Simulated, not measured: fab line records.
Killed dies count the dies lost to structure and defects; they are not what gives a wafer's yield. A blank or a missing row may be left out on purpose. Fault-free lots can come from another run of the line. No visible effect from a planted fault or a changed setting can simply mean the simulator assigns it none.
A lot that was struck, set against a sound lot + flow n5-finfet + 13 out of 1938 route steps
Sound: wafers L610.1, L610.3, L610.4. Wafers struck: L617.3, L617.5, L617.6. Last of all comes the cause.
At each step with rows: each side's tool, then ch and its chambers, then its first start. Under that, the readings that differ: sound wafers + struck wafers + difference of the means + sigmas: that difference in standard deviations of wafers without a fault.
alike: readings whose means differ by less than 2 such deviations, and words and numbers that are the same on both sides. not compared: withheld readings, readings that some wafer has no value for, bounds like >300 that may hide the same value, and numbers for which the record gives no deviation and whose values overlap.
Wherever a step has rows on one side only, a row that says differs or no value, or a row with sigmas, the two part there. Numbers that have no deviation but don't overlap get no sigmas and don't part them. A reading missing from all wafers of one side parts the sides only when that side holds two or more wafers.

first, 3 steps without rows for these wafers: N5_SD_EPI_P_PRECLEAN_32 (cleans in dHF, time 10 s); N5_SD_EPI_P_PRECLEAN_33 (cleans in SC2, time 45 s); N5_SD_EPI_P_SRD_25 (time 30 s).
N5_SD_EPI_P_INSPECT_26: inspects for defects (darkfield).
  sound on defect-inspect-01 at day 5 05:17; struck on defect-inspect-02 at day 7 02:19
  alike: raw-defect-count
N5_SD_ACTIVATION_RTA_00: time 0 s.
  sound on rtp-anneal-01 ch 0, day 5 05:19; struck on rtp-anneal-01 ch 0, day 7 02:34
  alike: lamp-power-pct, wafer_temp_C_max
N5_SD_ACTIVATION_LSA_01: time 0.0008 s.
  sound on laser-anneal-01 ch 0, day 5 05:31; struck on laser-anneal-02 ch 0, day 7 02:46
  alike: wafer_temp_C_max
N5_SD_ACTIVATION_INSPECT_02: inspects for defects (darkfield).
  sound on defect-inspect-02 at day 5 06:03; struck on defect-inspect-02 at day 7 03:14
  alike: raw-defect-count
N5_ILD0_LINER_00: material SiNx, target thk 4 nm, pulse time 1 s, purge time 2 s.
  sound on ald-sin-01 ch 1,2,3, day 5 06:45; struck on ald-sin-01 ch 0,1,2, day 7 03:16
  alike: heater-power-w, precursor-pulse-height-rel
then, 2 steps without rows for these wafers: N5_ILD0_FCVD_FILL_01 (material SiO2 flowable, target thk 200 nm, time 328.3 s); N5_ILD0_CURE_02 (time 1800 s).
N5_ILD0_CMP_03: polishes, stops on SiNx, t overpolish 1.9 s, target thk 197.38 nm.
  sound on cmp-04 ch 0,1,3, day 5 09:17; struck on cmp-04 ch 0,1,2, day 7 05:43
  no value came back on the struck wafers for any of 6 readings (edge-zone-pressure-frac, head-pressure-psi (psi) and others); on the sound wafers edge-zone-pressure-frac reads 1.004 0.991 0.992
| reading                                              | sound          | struck            | difference | sigmas |
|------------------------------------------------------|----------------|-------------------|------------|--------|
| model.SiO2_flowable_of_ILD0_FCVD_FILL_01.thk-nm (nm) | 198.4 198 198  | 202.6 202.8 203.2 | +4.7       |        |
| model.SiNx_of_DUMMY_GATE_HM_DEP_06.thk-nm (nm)       | 77.2 77.4 77.2 | 79.8 79.2 79.4    | +2.2       |        |
N5_ILD0_CMP_07: polishes SiO2 flowable, stops on poly-Si, t overpolish 1.18 s, target thk 138.88 nm.
  sound on cmp-03 ch 0,1,3, day 5 09:39; struck on cmp-03 ch 1,2, day 7 06:00
  alike: edge-zone-pressure-frac, head-pressure-psi, motor-current-A
  not compared: pad-life-wafers
N5_BEOL_M4_RC_MEAS_101:
  the record has rows for the sound wafers here (prober-01 ch 0, day 9 16:58) and none for the struck ones

== WHERE THEY PART ==
First at N5_ILD0_CMP_03; last, within this record, at N5_BEOL_M4_RC_MEAS_101.

WHY: whatever the simulator had introduced
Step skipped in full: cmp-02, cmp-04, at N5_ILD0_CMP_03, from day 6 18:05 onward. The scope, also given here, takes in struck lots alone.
